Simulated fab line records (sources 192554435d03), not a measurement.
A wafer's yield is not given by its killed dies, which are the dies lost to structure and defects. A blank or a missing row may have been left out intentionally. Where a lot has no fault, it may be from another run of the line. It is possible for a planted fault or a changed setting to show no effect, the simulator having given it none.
Matching of chambers | flow n5 finfet | rie diel-06 running N5_BEOL_M9_DESCUM_16: 4 sister chambers
The step chemistry O2, time 7.9 s. 4 wafers are shown with their chamber, then 7 later ones without.

== WAFERS PAIRED WITH THEIR CHAMBERS ==
wafer  | chamber | throttle valve pct (%)
L081.3 | 2       | 20.55
L081.6 | 3       | 20.40
L084.2 | 0       | 20.70
L084.3 | 1       | 20.25

== WAFERS MISSING THEIR CHAMBER ==
wafer  | throttle valve pct (%)
L084.4 | 20.55
L086.4 | 20.28
L086.5 | 20.41
L086.6 | 20.72
L088.2 | 20.57
L088.3 | 20.28
L088.5 | 20.70

== WHICH CHAMBER EACH ONE RAN IN ==
wafer  | from the rows above | in truth
L084.4 | 2                   | 2
L086.4 | 1                   | 1
L086.5 | 3                   | 3
L086.6 | 0                   | 0
L088.2 | 2                   | 2
L088.3 | 1                   | 1
L088.5 | 0                   | 0
Placed correctly: 7 of 7. Left unplaced by these rows: 0. Wrongly placed: 0.
How it was worked out, from the rows above alone: a wafer's distance from a chamber is the root of the sum, over the readings, of the square of ((its reading less the chamber's mean) divided by the reading's scatter). If the next closest chamber is less than 2 further off than the closest, the wafer can't be placed; otherwise it belongs to the closest. Each chamber's mean is taken over the wafers shown for it. The scatter: root of mean squared gap, hidden wafer to nearest shown wafer, with one shown wafer a chamber.
